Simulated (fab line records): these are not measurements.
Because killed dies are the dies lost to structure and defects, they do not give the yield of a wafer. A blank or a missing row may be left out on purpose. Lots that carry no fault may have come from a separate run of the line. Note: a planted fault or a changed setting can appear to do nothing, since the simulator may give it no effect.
fab line records	flow nandHarc	part 1 of 2: steps 1 to 3 of 6
record lots=23	wafers=69	lastDay=25
route steps=1159 shown P_M0@266 P_M1@302 P_M2@329
lots untouched by any fault: they come from a run of this same line in which no faults occurred
startH: hours from the record's opening day to when the first of the lot's shown wafers began	waitH: hours from the lot's prior step to this one	" same as the row above	L1.1+2: a row that stands for several wafers	- either no value or no given start	* or withheld: withheld	< > ~ a bound
route shown NAME@n: names a module that has steps shown in the file, with the first one's number in the route	usual: mean and standard deviation over wafers with no fault	same: alike in all rows	chamber/n: place in a boat	sites: the reading at each site	_std_site: standard deviation across them	_edge_site: the outer-site mean with the inner-site mean subtracted	radiusMm: how far each site lies from the wafer's centre	mask NAME#n: copy n	behind: tool/chamber where the wafer was last shaped	hold: reason for holding the lot/hours on hold/outcome of the hold	device: the transistor (n, p or np) that didn't switch	end of line: at the end of the route, the tests of the same wafers	a step without rows: its recipe alone	killed: not the wafer's yield, but the dies lost to structure and defects at the first sort	map: dies across one wafer; x = killed, . = not, _ = none there
set.NAME: the setting as run; set.NAME@STEP: as run at that earlier step	model.NAME: the simulator's own value behind a step, which no gauge read
a sample of lots followed through the steps of the route, with each step as a table and each wafer as a row
services: from which hour (startH, from the record's first day; less than 0 if before it) a tool's chamber was out of use, for how many hours, and why
## steps
# step NHARC_P_M0_DESCUM_14
# recipe timeS=3	o2FlowSccm=200	arFlowSccm=0	biasPowerW=0	chemistry=O2
# usual drypumpMotorCurrentA=5.9/0.4	mfcArSccm=0.008/0.011	o2FlowSccm=200.1/0.55	oesProductAu=1.005/0.014	rfVppV=58.0/0.96	showerheadPlenumPTorr=1.96/0.082	throttleValvePct=11.310/0.009
lot.wafer	tool	chamber	startH	waitH	drypumpMotorCurrentA	mfcArSccm	o2FlowSccm	oesProductAu	rfHoursCounterH	rfVppV	showerheadPlenumPTorr	throttleValvePct
L074.2	rieDiel-09	3	114.20	0.1	5.9	0.009	199.5	1.018	2	57.7	2.06	11.309
L074.4	"	1	"	"	6.7	0	200.2	0.969	1	58.9	2.00	11.308
L074.5	"	0	"	"	5.9	0	199.8	0.983	-	58.5	2.00	11.311
L075.4	rieDiel-01	3	115.28	0.1	5.7	0.005	199.7	0.992	9	59.4	1.92	11.305
L075.2	"	1	"	"	5.3	0	200.8	1.006	8	58.0	1.95	11.313
L075.5	"	2	"	"	6.0	0.007	200.8	0.988	-	56.8	1.80	11.304
L077.1	rieDiel-01	1	126.48	0.1	5.3	0	200.3	1.000	8	58.6	1.95	11.299
L077.4	"	2	"	"	6.0	0.007	201.1	0.993	10	56.9	1.80	11.309
L077.6	"	2	"	"	6.0	0.007	199.9	0.990	-	57.2	1.80	11.302
L076.2	rieDiel-09	2	130.41	0.1	6.3	0	199.7	1.014	2	58.4	2.04	11.319
L076.1	"	3	"	"	5.9	0.009	199.5	1.019	2	57.8	2.06	11.331
L076.5	"	2	"	"	6.3	0	199.6	1.007	-	59.3	2.04	11.324
L078.1	rieDiel-05	3	139.33	0.1	6.2	0.000	199.6	0.995	9	59.6	2.00	11.301
L078.3	"	0	"	"	5.7	0.022	200.0	1.019	10	56.8	1.90	11.306
L078.5	"	3	"	"	6.2	0.000	199.9	0.996	-	58.8	2.00	11.323
L079.4	rieDiel-09	3	150.30	0.1	6.0	0.009	200.4	1.022	4	58.3	2.06	11.317
L079.5	"	0	"	"	5.9	0	200.0	1.000	-	56.7	1.99	11.313
L079.6	"	1	"	"	6.7	0	200.1	0.996	-	58.9	2.00	11.297
L080.3	rieDiel-09	1	153.30	0.1	6.7	0	200.4	0.983	5	57.0	2.00	11.314
L080.4	"	3	"	"	5.9	0.009	201.1	1.019	4	58.4	2.06	11.318
L080.5	"	1	"	"	6.7	0	199.5	0.998	-	58.8	2.00	11.305
L083.2	rieDiel-01	3	160.17	0.1	5.6	0.005	198.9	0.987	2	56.4	1.91	11.308
L083.3	"	0	"	"	5.7	0.029	200.3	1.004	2	58.2	1.89	11.306
L083.1	"	2	"	"	6.0	0.007	199.3	1.009	2	56.7	1.80	11.319
L082.3	rieDiel-09	2	160.33	0.1	6.3	0	200.6	1.018	4	58.7	2.04	11.317
L082.2	"	0	"	"	5.9	0	200.2	0.992	6	57.1	1.99	11.314
L082.5	"	3	"	"	5.9	0.009	199.7	1.025	-	58.9	2.06	11.330
L081.2	rieDiel-05	3	160.79	0.1	6.2	0.000	200.9	0.993	11	58.6	2.00	11.320
L081.3	"	0	"	"	5.7	0.022	200.0	1.019	12	58.2	1.90	11.310
L081.5	"	2	"	"	5.7	0.040	199.9	0.994	-	57.0	1.80	11.297
L085.2	rieDiel-09	2	178.03	0.1	6.3	0	200.3	1.020	5	58.8	2.04	11.306
L085.1	"	0	"	"	5.9	0	200.1	0.987	8	57.5	1.99	11.311
L085.6	"	1	"	"	6.6	0	200.0	0.996	-	59.0	2.00	11.315
L084.2	rieDiel-09	2	178.37	0.1	6.3	0	199.8	1.013	5	57.6	2.04	11.313
L084.1	"	3	"	"	5.9	0.009	200.6	1.032	7	57.5	2.06	11.306
L084.3	"	1	"	"	6.7	0	201.7	1.006	7	56.3	2.00	11.300
L086.3	rieDiel-09	3	199.88	0.1	6.0	0.009	199.4	1.018	8	58.0	2.06	11.303
L086.1	"	1	"	"	6.8	0	199.5	1.002	8	58.2	2.00	11.320
L086.6	"	0	"	"	5.9	0	200.5	0.978	-	58.9	1.99	11.326
L088.4	rieDiel-05	1	200.46	0.1	5.2	0.014	199.9	1.009	2	57.2	1.91	11.314
L088.2	"	2	"	"	5.7	0.040	199.9	1.013	2	59.1	1.80	11.326
L088.1	"	3	"	"	6.2	0.000	199.7	0.990	2	59.1	2.00	11.325
L087.3	rieDiel-01	3	200.98	0.1	5.7	0.005	200.2	1.005	5	58.8	1.91	11.304
L087.4	"	0	"	"	5.7	0.029	199.7	1.023	5	58.1	1.89	11.317
L087.5	"	1	"	"	5.3	0	198.5	1.018	-	58.1	1.95	11.322
L089.2	rieDiel-09	2	210.11	0.1	6.3	0	200.3	1.019	7	58.3	2.04	11.320
L089.1	"	3	"	"	5.9	0.009	200.7	1.031	9	57.9	2.06	11.309
L089.5	"	2	"	"	6.3	0	200.6	1.015	-	58.3	2.04	11.310
L090.4	rieDiel-09	2	211.10	0.1	6.3	0	199.8	1.018	7	58.0	2.04	11.312
L090.3	"	3	"	"	5.9	0.009	200.1	1.027	9	57.4	2.06	11.314
L090.2	"	1	"	"	6.7	0	200.7	0.989	8	56.9	2.00	11.302
L091.2	rieDiel-09	3	225.36	0.1	5.9	0.009	200.8	1.017	11	59.1	2.06	11.315
L091.1	"	0	"	"	5.9	0	200.0	0.980	11	58.6	1.99	11.304
L091.6	"	0	"	"	5.9	0	200.9	0.980	-	58.8	1.99	11.299
L092.1	rieDiel-05	2	225.91	0.1	5.7	0.040	200.4	1.010	4	57.6	1.80	11.309
L092.3	"	3	"	"	6.2	0.000	199.7	0.982	5	59.1	2.00	11.318
L092.5	"	2	"	"	5.7	0.040	199.5	0.996	-	56.5	1.80	11.301
L093.3	rieDiel-05	3	227.52	0.1	6.2	0.000	199.6	0.992	5	59.1	2.00	11.315
L093.5	"	0	"	"	5.7	0.022	199.2	1.000	-	56.9	1.90	11.306
L093.6	"	1	"	"	5.2	0.014	199.4	1.013	-	56.4	1.91	11.297
L095.2	rieDiel-09	1	243.73	0.1	6.7	0	199.6	0.992	12	58.6	2.00	11.301
L095.4	"	2	"	"	6.3	0	199.5	1.016	11	58.7	2.04	11.305
L095.5	"	1	"	"	6.7	0	200.4	0.997	-	57.7	2.00	11.325
L096.4	rieDiel-01	3	244.15	0.1	5.7	0.005	200.0	1.002	8	57.9	1.91	11.299
L096.3	"	0	"	"	5.7	0.029	200.4	1.015	7	58.7	1.89	11.302
L096.1	"	2	"	"	6.0	0.007	199.1	1.013	8	57.8	1.79	11.311
L097.4	rieDiel-01	0	268.31	0.1	5.7	0.029	200.3	0.998	9	57.6	1.89	11.319
L097.3	"	2	"	"	6.0	0.007	200.1	0.997	11	57.5	1.79	11.299
L097.6	"	3	"	"	5.6	0.005	200.3	0.990	-	58.5	1.91	11.316
# step NHARC_P_M0_ETCH_34
# recipe targetDepthA=400	overetchA=120	timeS=43.94	ionEnergyEv=200	n2FlowSccm=150	h2FlowSccm=150	arFlowSccm=0	rfW=400	biasW=150	chemistry=N2/H2
# usual drypumpMotorCurrentA=6.0/0.4	mfcArSccm=0.008/0.012	n2FlowSccm=150.0/0.44	oesProductAu=1.003/0.015	rfVppV=431.8/2.5	showerheadPlenumPTorr=2.09/0.088	throttleValvePct=14.172/0.0087
lot.wafer	tool	chamber	startH	waitH	drypumpMotorCurrentA	mfcArSccm	n2FlowSccm	oesProductAu	rfHoursCounterH	rfVppV	showerheadPlenumPTorr	throttleValvePct
L074.4	rieDiel-09	0	114.29	0.1	5.9	0	149.8	0.980	2	432.0	2.13	14.171
L074.2	"	1	"	"	6.7	0	150.2	0.982	1	433.5	2.14	14.174
L074.5	"	1	"	"	6.7	0	150.3	0.988	-	433.7	2.14	14.181
L075.2	rieDiel-01	2	115.36	0.1	6.0	0.007	149.3	0.980	10	426.5	1.91	14.173
L075.4	"	0	"	"	5.7	0.029	149.3	0.995	9	430.6	2.01	14.157
L075.5	"	3	"	"	5.6	0.005	150.2	0.982	-	428.3	2.04	14.171
L077.4	rieDiel-01	0	126.57	0.1	5.7	0.029	150.2	1.009	10	430.4	2.01	14.160
L077.1	"	2	"	"	6.0	0.007	150.1	0.992	10	427.5	1.91	14.177
L077.6	"	3	"	"	5.7	0.005	149.7	0.991	-	430.4	2.04	14.173
L076.2	rieDiel-09	2	130.50	0.1	6.3	0	150.0	1.015	2	434.9	2.18	14.171
L076.1	"	3	"	"	5.9	0.009	149.9	1.025	3	435.3	2.20	14.170
L076.5	"	0	"	"	5.9	0	150.6	0.980	-	431.1	2.13	14.162
L078.3	rieDiel-05	1	139.41	0.1	5.3	0.014	149.3	1.032	10	430.0	2.04	14.166
L078.1	"	2	"	"	5.7	0.040	150.0	1.012	9	426.9	1.92	14.175
L078.5	"	0	"	"	5.7	0.022	149.7	1.024	-	428.0	2.02	14.177
L079.4	rieDiel-09	1	150.37	0.1	6.7	0	150.0	0.999	5	432.9	2.13	14.181
L079.6	"	3	"	"	5.9	0.009	150.0	1.010	-	434.8	2.20	14.178
L079.5	"	0	"	"	5.9	0	149.7	0.994	-	433.4	2.13	14.194
L080.3	rieDiel-09	0	153.39	0.1	5.9	0	150.1	0.985	5	432.1	2.13	14.175
L080.4	"	3	"	"	5.9	0.009	149.8	1.014	4	434.4	2.20	14.185
L080.5	"	1	"	"	6.7	0	149.9	0.989	-	432.7	2.13	14.181
L083.3	rieDiel-01	3	160.26	0.1	5.7	0.005	150.8	0.988	2	430.5	2.04	14.180
L083.1	"	1	"	"	5.3	0	150.1	1.014	2	432.5	2.08	14.165
L083.2	"	2	"	"	6.0	0.007	149.8	1.009	2	426.3	1.91	14.183
L082.3	rieDiel-09	2	160.41	0.1	6.3	0	150.0	1.015	4	432.9	2.18	14.167
L082.2	"	3	"	"	5.9	0.009	150.5	1.026	5	434.4	2.20	14.174
L082.5	"	3	"	"	5.9	0.009	150.7	1.029	-	435.8	2.20	14.165
L081.3	rieDiel-05	2	160.86	0.1	5.7	0.040	150.0	0.995	12	427.0	1.92	14.157
L081.2	"	3	"	"	6.2	0.000	149.8	0.985	11	433.7	2.13	14.169
L081.5	"	1	"	"	5.2	0.014	150.1	1.034	-	431.3	2.04	14.150
L085.1	rieDiel-09	2	178.11	0.1	6.3	0	150.7	1.029	5	434.2	2.17	14.172
L085.2	"	3	"	"	6.0	0.009	149.2	1.023	7	436.1	2.20	14.168
L085.6	"	3	"	"	6.0	0.009	149.4	1.030	-	433.5	2.20	14.181
L084.2	rieDiel-09	1	178.46	0.1	6.7	0	149.6	0.991	7	432.7	2.13	14.161
L084.3	"	2	"	"	6.3	0	149.6	1.018	5	432.4	2.17	14.177
L084.1	"	0	"	"	5.9	0	149.1	0.975	8	431.6	2.13	14.182
L086.3	rieDiel-09	2	199.97	0.1	6.3	0	150.0	1.008	6	432.2	2.17	14.168
L086.1	"	0	"	"	5.9	0	150.1	0.978	10	431.9	2.13	14.173
L086.6	"	2	"	"	6.3	0	150.4	1.014	-	433.2	2.17	14.177
L088.4	rieDiel-05	3	200.54	0.1	6.1	0.000	150.9	0.995	2	433.4	2.13	14.176
L088.2	"	0	"	"	5.7	0.022	149.6	1.006	2	430.9	2.02	14.160
L088.1	"	2	"	"	5.7	0.040	151.2	1.018	2	426.7	1.92	14.165
L087.3	rieDiel-01	0	201.05	0.1	5.7	0.029	150.0	1.005	5	427.9	2.01	14.173
L087.4	"	1	"	"	5.3	0	149.8	0.995	5	430.8	2.08	14.171
L087.5	"	3	"	"	5.7	0.005	149.8	0.987	-	430.8	2.04	14.195
L089.1	rieDiel-09	1	210.19	0.1	6.8	0	150.6	0.985	8	432.9	2.13	14.166
L089.2	"	0	"	"	5.9	0	150.4	0.974	10	433.0	2.13	14.169
L089.5	"	2	"	"	6.3	0	149.9	1.011	-	436.0	2.17	14.162
L090.4	rieDiel-09	2	211.18	0.1	6.3	0	150.1	1.017	7	434.6	2.17	14.168
L090.2	"	3	"	"	6.0	0.009	149.5	1.015	9	434.8	2.20	14.161
L090.3	"	0	"	"	5.9	0	149.2	0.978	10	434.4	2.13	14.162
L091.2	rieDiel-09	0	225.45	0.1	5.9	0	149.8	0.978	11	432.7	2.13	14.187
L091.1	"	1	"	"	6.8	0	150.1	0.990	10	434.6	2.13	14.190
L091.6	"	2	"	"	6.3	0	149.7	1.018	-	434.3	2.17	14.182
L092.1	rieDiel-05	3	226.00	0.1	6.2	0.000	150.1	0.996	5	432.0	2.13	14.163
L092.3	"	0	"	"	5.7	0.022	150.3	0.997	4	430.2	2.02	14.167
L092.5	"	3	"	"	6.2	0.000	149.6	0.987	-	433.1	2.13	14.158
L093.3	rieDiel-05	1	227.59	0.1	5.2	0.014	149.9	1.012	4	429.8	2.04	14.171
L093.5	"	2	"	"	5.7	0.040	150.3	0.986	-	427.1	1.91	14.171
L093.6	"	3	"	"	6.2	0.000	149.9	0.980	-	433.5	2.13	14.184
L095.2	rieDiel-09	3	243.82	0.1	5.9	0.009	149.9	1.021	13	434.4	2.20	14.156
L095.4	"	0	"	"	5.9	0	149.7	0.984	13	433.7	2.13	14.178
L095.5	"	0	"	"	5.9	0	149.3	0.979	-	432.9	2.12	14.179
L096.3	rieDiel-01	0	244.24	0.1	5.7	0.029	149.8	1.017	7	429.8	2.01	14.169
L096.4	"	1	"	"	5.4	0	149.9	1.012	8	431.6	2.07	14.161
L096.1	"	3	"	"	5.7	0.005	149.7	1.005	8	430.4	2.04	14.180
L097.3	rieDiel-01	2	268.40	0.1	6.0	0.007	149.4	1.001	11	427.9	1.91	14.160
L097.4	"	3	"	"	5.7	0.005	150.1	0.998	11	429.7	2.04	14.172
L097.6	"	0	"	"	5.7	0.029	150.2	1.006	-	430.0	2.01	14.167
# step NHARC_P_M1_STRIP_18
# recipe powerW=1000	n2FlowSccm=150	h2FlowSccm=150	arFlowSccm=0	biasW=0	chemistry=N2/H2
# usual drypumpMotorCurrentA=5.7/0.49	mfcArSccm=0.010/0.011	n2FlowSccm=150.0/0.47	oesProductAu=1.002/0.012	rfVppV=90.8/1	showerheadPlenumPTorr=2.07/0.054	throttleValvePct=14.171/0.0092
lot.wafer	tool	chamber	startH	waitH	drypumpMotorCurrentA	mfcArSccm	n2FlowSccm	oesProductAu	rfHoursCounterH	rfVppV	showerheadPlenumPTorr	throttleValvePct
L074.4	rieDiel-02	1	119.09	0.1	6.0	0	150.1	0.998	10	92.0	2.05	14.176
L074.2	"	2	"	"	4.9	0.031	149.2	0.999	11	92.0	2.14	14.163
L074.5	"	1	"	"	6.0	0	150.4	1.008	-	90.8	2.05	14.171
L075.4	rieDiel-07	0	119.72	0.1	5.2	0.006	150.3	0.993	2	90.4	2.01	14.181
L075.2	"	1	"	"	6.3	0.003	149.7	1.010	2	91.0	2.04	14.170
L075.5	"	2	"	"	5.8	0	150.1	1.023	-	89.8	2.02	14.176
L077.1	rieDiel-02	2	130.87	0.1	4.9	0.031	149.8	0.993	12	92.3	2.14	14.179
L077.4	"	0	"	"	6.3	0.001	150.2	1.005	10	91.0	2.06	14.167
L077.6	"	2	"	"	4.9	0.031	150.2	1.000	-	91.4	2.14	14.171
L076.2	rieDiel-04	0	134.87	0.1	5.7	0.026	150.3	1.001	2	92.8	2.09	14.175
L076.1	"	1	"	"	5.5	0.016	151.2	1.013	2	88.9	1.94	14.175
L076.5	"	3	"	"	5.3	0.010	149.6	0.994	-	90.4	1.97	14.161
L078.3	rieDiel-02	3	143.77	0.1	5.6	0.008	149.3	1.014	12	91.4	2.06	14.189
L078.1	"	0	"	"	6.3	0.001	150.3	1.006	10	90.8	2.06	14.168
L078.5	"	2	"	"	4.9	0.031	149.3	0.994	-	92.5	2.14	14.169
L079.4	rieDiel-04	0	154.62	0.1	5.7	0.026	150.7	1.003	3	93.3	2.09	14.186
L079.5	"	0	"	"	5.7	0.026	150.3	1.007	-	91.1	2.09	14.162
L079.6	"	1	"	"	5.6	0.016	150.2	1.006	-	89.0	1.94	14.170
L080.3	rieDiel-04	2	157.73	0.1	5.9	0.011	149.7	1.002	2	92.2	2.14	14.163
L080.4	"	3	"	"	5.3	0.010	150.1	0.991	3	88.4	1.97	14.171
L080.5	"	3	"	"	5.3	0.010	150.6	0.997	-	90.5	1.97	14.153
L082.2	rieDiel-07	2	164.77	0.1	5.8	0	150.5	1.016	2	90.3	2.02	14.180
L082.3	"	3	"	"	6.5	0	149.8	1.015	2	90.9	2.13	14.178
L082.5	"	2	"	"	5.8	0	151.2	1.017	-	89.8	2.02	14.177
L083.3	rieDiel-02	2	165.19	0.1	4.8	0.031	150.4	1.009	0	93.6	2.14	14.154
L083.1	"	3	"	"	5.6	0.008	149.8	0.994	0	91.4	2.06	14.154
L083.2	"	0	"	"	6.2	0.001	150.1	0.979	0	90.5	2.06	14.173
L081.3	rieDiel-07	0	165.50	0.1	5.2	0.006	150.2	0.997	3	90.6	2.01	14.163
L081.2	"	1	"	"	6.3	0.003	149.7	1.002	3	90.6	2.04	14.194
L081.5	"	3	"	"	6.5	0	149.7	1.018	-	91.0	2.13	14.168
L085.2	rieDiel-02	1	182.46	0.1	6.0	0	150.5	1.005	1	90.2	2.05	14.175
L085.1	"	0	"	"	6.2	0.001	150.2	0.980	1	90.4	2.06	14.156
L085.6	"	2	"	"	4.9	0.031	149.1	0.986	-	89.8	2.14	14.178
L084.1	rieDiel-04	3	182.86	0.1	5.3	0.010	150.4	0.999	5	89.3	1.97	14.169
L084.2	"	1	"	"	5.6	0.016	149.9	1.002	6	92.4	1.94	14.179
L084.3	"	2	"	"	5.9	0.011	149.5	0.994	4	92.3	2.14	14.171
L086.3	rieDiel-02	3	204.20	0.1	5.6	0.008	150.5	1.008	1	90.2	2.06	14.174
L086.1	"	2	"	"	4.9	0.031	150.5	0.979	1	90.9	2.14	14.165
L086.6	"	3	"	"	5.6	0.008	149.8	1.002	-	91.3	2.06	14.171
L088.4	rieDiel-02	2	204.95	0.1	4.8	0.031	149.2	0.977	1	92.4	2.14	14.169
L088.2	"	3	"	"	5.6	0.008	150.1	1.014	1	91.0	2.06	14.170
L088.1	"	1	"	"	6.0	0	149.7	1.014	1	90.0	2.05	14.164
L087.3	rieDiel-02	1	205.46	0.1	6.0	0	149.9	1.002	1	89.8	2.05	14.168
L087.4	"	0	"	"	6.3	0.001	150.4	0.964	1	90.7	2.06	14.185
L087.5	"	1	"	"	6.0	0	150.2	1.003	-	90.2	2.05	14.179
L089.2	rieDiel-04	2	214.83	0.1	5.9	0.011	149.5	1.011	6	89.7	2.14	14.162
L089.1	"	0	"	"	5.7	0.026	149.2	1.024	7	90.2	2.09	14.155
L089.5	"	2	"	"	5.9	0.011	149.1	1.005	-	91.6	2.14	14.173
L090.4	rieDiel-07	1	215.47	0.1	6.3	0.003	150.9	1.000	4	91.0	2.04	14.159
L090.3	"	2	"	"	5.8	0	150.7	1.015	3	90.8	2.02	14.175
L090.2	"	3	"	"	6.5	0	149.9	1.016	3	91.5	2.13	14.168
L091.1	rieDiel-02	2	229.87	0.1	4.9	0.031	150.6	1.005	4	90.9	2.14	14.161
L091.2	"	3	"	"	5.6	0.008	150.1	1.006	4	89.8	2.06	14.162
L091.6	"	2	"	"	4.9	0.031	149.6	1.002	-	91.6	2.14	14.176
L092.3	rieDiel-02	3	230.52	0.1	5.6	0.008	150.2	0.999	4	91.2	2.06	14.173
L092.1	"	1	"	"	6.0	0	149.5	1.004	3	90.1	2.05	14.176
L092.5	"	0	"	"	6.3	0.001	150.3	0.979	-	90.8	2.06	14.174
L093.3	rieDiel-02	2	232.14	0.1	4.9	0.031	150.0	0.999	4	92.1	2.14	14.155
L093.5	"	2	"	"	4.9	0.031	150.0	0.994	-	91.1	2.14	14.175
L093.6	"	3	"	"	5.6	0.008	150.5	1.003	-	90.4	2.06	14.174
L095.4	rieDiel-02	3	248.88	0.1	5.6	0.008	149.3	1.002	5	89.3	2.06	14.184
L095.2	"	2	"	"	4.9	0.031	149.8	1.012	5	91.8	2.14	14.169
L095.5	"	0	"	"	6.3	0.001	149.4	0.989	-	90.1	2.06	14.171
L096.4	rieDiel-02	2	249.59	0.1	4.9	0.031	150.0	1.010	5	90.5	2.14	14.167
L096.3	"	3	"	"	5.6	0.008	149.1	1.022	5	90.4	2.06	14.178
L096.1	"	0	"	"	6.3	0.001	150.4	0.984	4	90.4	2.06	14.171
L097.3	rieDiel-02	0	272.85	0.1	6.2	0.001	149.2	0.989	5	89.9	2.06	14.189
L097.4	"	1	"	"	6.0	0	150.0	0.998	5	91.3	2.05	14.157
L097.6	"	0	"	"	6.3	0.001	149.8	0.987	-	89.8	2.06	14.178
